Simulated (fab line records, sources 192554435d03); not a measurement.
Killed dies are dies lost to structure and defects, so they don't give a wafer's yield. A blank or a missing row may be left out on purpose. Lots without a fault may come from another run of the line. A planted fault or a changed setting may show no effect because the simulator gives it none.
Split-lot experiment | flow n5_finfet | 7 lots, 39 wafers read, on a route of 1938 steps

THE SPLIT
At N5_BEOL_M15_ETCH_61 (etches BARC in N2/H2, target depth 89 nm, overetch 26.7 nm, time 67.9 s), the setting time_s was moved away from the recipe's 67.9 s on 15 of the 39 wafers read, by -47.3% to +44.2%. The other wafers ran this setting at the recipe's value.

The reading is taken at the split's own step.

THE READING
BEOL_M15.cd_nm (the simulator's own value, which no gauge read), in nm, at N5_BEOL_M15_ETCH_61 (etches BARC in N2/H2, target depth 89 nm, overetch 26.7 nm, time 67.9 s). The file gives no usual value for it. The 24 wafers here that ran the recipe average 399.8 nm, standard deviation 1.4 nm.

wafer  | tool, chamber at the split | time_s as run, s | against the recipe | BEOL_M15.cd_nm, nm | against lot-mates on the recipe
L075.1 | rie_diel-04, 3             | 57.32            | -15.6%             | 399.4              | -0.6
L075.2 | rie_diel-04, 2             | 67.9             | recipe             | 400                | -
L075.3 | rie_diel-04, 1             | 57.32            | -15.6%             | 397.2              | -2.8
L075.4 | rie_diel-04, 0             | 67.9             | recipe             | 399                | -
L075.5 | rie_diel-04, 3             | 57.32            | -15.6%             | 398                | -2.0
L075.6 | rie_diel-04, 2             | 67.9             | recipe             | 401                | -
L088.1 | rie_diel-04, 0             | 67.9             | recipe             | 399.2              | -
L088.2 | rie_diel-04, 3             | 67.9             | recipe             | 401.6              | -
L088.6 | rie_diel-04, 2             | 67.9             | recipe             | 400                | -
L089.1 | rie_diel-04, 1             | 67.9             | recipe             | 401.2              | -
L089.2 | rie_diel-04, 2             | 67.9             | recipe             | 402.2              | -
L089.3 | rie_diel-04, 0             | 67.9             | recipe             | 400.2              | -
L089.4 | rie_diel-04, 3             | 67.9             | recipe             | 401                | -
L089.5 | rie_diel-04, 0             | 67.9             | recipe             | 400.2              | -
L089.6 | rie_diel-04, 1             | 67.9             | recipe             | 401                | -
L090.1 | rie_diel-04, 3             | 97.89            | +44.2%             | 406.8              | +5.7
L090.2 | rie_diel-04, 0             | 67.9             | recipe             | 400.4              | -
L090.3 | rie_diel-04, 1             | 67.9             | recipe             | 401.2              | -
L090.4 | rie_diel-04, 2             | 67.9             | recipe             | 401.6              | -
L090.5 | rie_diel-04, 0             | 97.89            | +44.2%             | 405.2              | +4.1
L090.6 | rie_diel-04, 1             | 97.89            | +44.2%             | 406.8              | +5.7
L092.1 | rie_diel-02, 1             | 67.9             | recipe             | 398.2              | -
L092.2 | rie_diel-02, 0             | 39.59            | -41.7%             | 392.8              | -4.8
L092.3 | rie_diel-02, 3             | 39.59            | -41.7%             | 392.2              | -5.4
L092.4 | rie_diel-02, 1             | 67.9             | recipe             | 397.4              | -
L092.5 | rie_diel-02, 0             | 67.9             | recipe             | 397.2              | -
L092.6 | rie_diel-02, 3             | 39.59            | -41.7%             | 391.4              | -6.2
L094.1 | rie_diel-02, 1             | 35.75            | -47.3%             | 393.2              | -5.6
L094.2 | rie_diel-02, 0             | 67.9             | recipe             | 398.8              | -
L094.3 | rie_diel-02, 2             | 35.75            | -47.3%             | 392                | -6.8
L094.4 | rie_diel-02, 3             | 67.9             | recipe             | 398.6              | -
L094.5 | rie_diel-02, 2             | 67.9             | recipe             | 399                | -
L094.6 | rie_diel-02, 3             | 35.75            | -47.3%             | 395.2              | -3.6
L097.1 | rie_diel-04, 2             | 67.9             | recipe             | 399.6              | -
L097.2 | rie_diel-04, 1             | 48.77            | -28.2%             | 394.4              | -4.6
L097.3 | rie_diel-04, 0             | 48.77            | -28.2%             | 394.8              | -4.2
L097.4 | rie_diel-04, 3             | 48.77            | -28.2%             | 394.2              | -4.8
L097.5 | rie_diel-04, 1             | 67.9             | recipe             | 397.6              | -
L097.6 | rie_diel-04, 0             | 67.9             | recipe             | 399.8              | -

THE FIT
A straight line over all 39 wafers: BEOL_M15.cd_nm changes by +0.155 nm for each +1% of time_s; r = +0.93; the points scatter about the line by 1.4 nm.
The same after taking each lot's own level away (the mean of its wafers on the recipe; 39 wafers): +0.123 nm for each +1%; r = +0.96; scatter 0.86 nm.
On that fit, the largest move of time_s shifts the reading by 5.8 nm.
The lots' own levels span 397.60 to 401.07 nm, that is 2.5 times the standard deviation above.
So the lot-to-lot level changes the slope: the two fits differ.
Check: with one of the wafers moved furthest among these (-47.3%) left out of the fit, the line predicts -5.95 nm for it against its lot-mates. It came out at -5.6 nm against them.

OTHER SPLITS ON THESE WAFERS
These wafers also went through other splits before the reading. Each is held against what the fit with the lots' levels taken away leaves over:
other split on the same wafers   | wafers away from the commonest value | r with BEOL_M15.cd_nm (lot level and that fit taken away)
N5_BEOL_M9_TRENCH_ETCH_37 time_s | 15                                   | -0.11
N5_BEOL_M12_ETCH_68 time_s       | 6                                    | -0.18

THE WHOLE CHAIN: every reading that the file lists as answering this split, in the file's order
step                | what it does                                                            | reading                                                                          | change (the file's fit)                                                             | r (the file's)
N5_BEOL_M15_ETCH_61 | etches BARC in N2/H2, target depth 89 nm, overetch 26.7 nm, time 67.9 s | coat_of_BEOL_M15_COAT_22.thk_nm (the simulator's own value, which no gauge read) | -0.644 nm for each +1% of the setting                                               | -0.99
N5_BEOL_M15_ETCH_61 | etches BARC in N2/H2, target depth 89 nm, overetch 26.7 nm, time 67.9 s | etch.depth_nm (the simulator's own value, which no gauge read)                   | not straight: 61.06 at the lowest setting, 88.9 at the recipe, 89.19 at the highest | not given
N5_BEOL_M15_ETCH_61 | etches BARC in N2/H2, target depth 89 nm, overetch 26.7 nm, time 67.9 s | BEOL_M15.cd_nm (the simulator's own value, which no gauge read)                  | +0.124 nm for each +1% of the setting                                               | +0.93

THE FILE'S OWN FIT
BEOL_M15.cd_nm changes by +0.124 nm for each +1% of time_s, r = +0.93.
